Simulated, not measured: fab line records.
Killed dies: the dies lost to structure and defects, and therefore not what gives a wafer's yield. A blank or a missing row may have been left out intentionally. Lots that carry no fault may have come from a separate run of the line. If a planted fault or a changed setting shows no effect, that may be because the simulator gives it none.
What tool caused it?    flow n5_finfet    23 wafers sampled from 8 lots at 1 step of a route of 1938

## WHAT THE GAUGES READ, wafer by wafer
N5_BEOL_M4_RC_MEAS_101.
lot   measured      on         DIBL_N (mV/V)   DIBL_P (mV/V)   IOFF_N (nA/um)     IOFF_P (nA/um)  ION_N (uA/um)  ION_P (uA/um)  SS_N (mV/dec)   SS_P (mV/dec)   VT_N (mV)          VT_P (mV)
L553  day 7 12:11   prober-02  38.6 34.9 38.5  39.9 35.0 39.9  0.204 0.135 0.213  0.24 0.17 0.25  683 662 679    463 455 466    73.2 71.3 71.6  74.1 73.5 74.3  247.3 250.8 244.0  -249 -256 -247
L554  day 8 02:38   prober-01  37.6 37.3 38.0  39.4 37.8 39.2  0.203 0.181 0.197  0.29 0.25 0.28  694 679 679    475 466 470    71.2 71.3 71.7  74.3 73.5 74.9  245.8 249.1 247.4  -247 -248 -246
L557  day 8 11:34   prober-02  36.4 38.7 36.0  37.5 40.5 37.8  0.165 0.200 0.152  0.22 0.27 0.23  677 687 679    468 468 468    71.8 72.6 71.0  72.7 74.0 72.7  247.4 246.2 251.6  -253 -247 -246
L558  day 8 17:46   prober-01  37.7 39.2 34.7  38.3 37.7 33.1  0.187 0.213 0.126  0.26 0.24 0.17  678 680 667    467 460 458    72.6 72.9 71.5  74.2 73.9 73.1  247.7 248.0 252.7  -246 -247 -252
L559  day 9 06:04   prober-01  35.4 35.5 35.6  37.0 37.0 37.2  0.167 0.166 0.183  0.22 0.21 0.22  671 680 684    469 463 470    71.3 71.8 71.2  74.0 72.8 73.4  247.2 245.1 244.9  -249 -248 -247
L569  day 11 22:59  prober-01  37.2 35.6       37.4 35.5       0.178 0.146        0.23 0.20       690 683        467 468        71.8 70.7       72.4 72.7       245.2 251.3        -249 -249
L572  day 12 11:42  prober-01  36.0 36.6 33.2  37.5 37.5 33.1  0.143 0.163 0.102  0.21 0.20 0.15  670 677 651    462 460 451    72.4 72.0 71.3  74.4 73.6 72.1  250.8 247.4 255.1  -251 -251 -254
L573  day 13 06:37  prober-02  38.9 36.8 38.6  37.8 35.5 36.7  0.177 0.135 0.174  0.19 0.17 0.18  678 675 683    460 459 462    72.3 70.8 72.4  73.9 73.3 73.7  247.2 254.0 249.3  -256 -256 -257

## TOOL THAT RAN EACH LOT (tool first, then ch and the chambers of the sampled wafers, then the start)
Record: no process step prior to these readings.

## AS READ BY THE TOOLS THEMSELVES (means over the sampled wafers that have a number; for cases with no such wafer, the mark the record gives instead)
The record holds no such reading with a usual standard deviation.

## THE ANSWER, worked out from the rows above alone
Rule: the usual values come from the lots themselves. The widest of any qualifying gaps counts: lots, ordered by their means at a reading, are off when they make up no more than a third of the lots, leave a main group of 4 or more, and stand apart from it by 3 or more times the standard deviation of that group's means. A main group whose means are all the same, to the digits that the tables above print for the reading, isn't used. A lot without any number at a reading at which 4 lots or more have one is off too. All remaining lots with rows at the step are treated as sound. The gauges are gone through in route order, then the tools' own readings, and for those a lot's mean is taken as printed above. The first step at which some lot is off is used, and at that step the reading that is off furthest; a lot without a number counts as furthest.
Across all readings shown, no lot is off: no conclusion can be drawn from this.

## WHAT THE SIMULATOR PUT IN
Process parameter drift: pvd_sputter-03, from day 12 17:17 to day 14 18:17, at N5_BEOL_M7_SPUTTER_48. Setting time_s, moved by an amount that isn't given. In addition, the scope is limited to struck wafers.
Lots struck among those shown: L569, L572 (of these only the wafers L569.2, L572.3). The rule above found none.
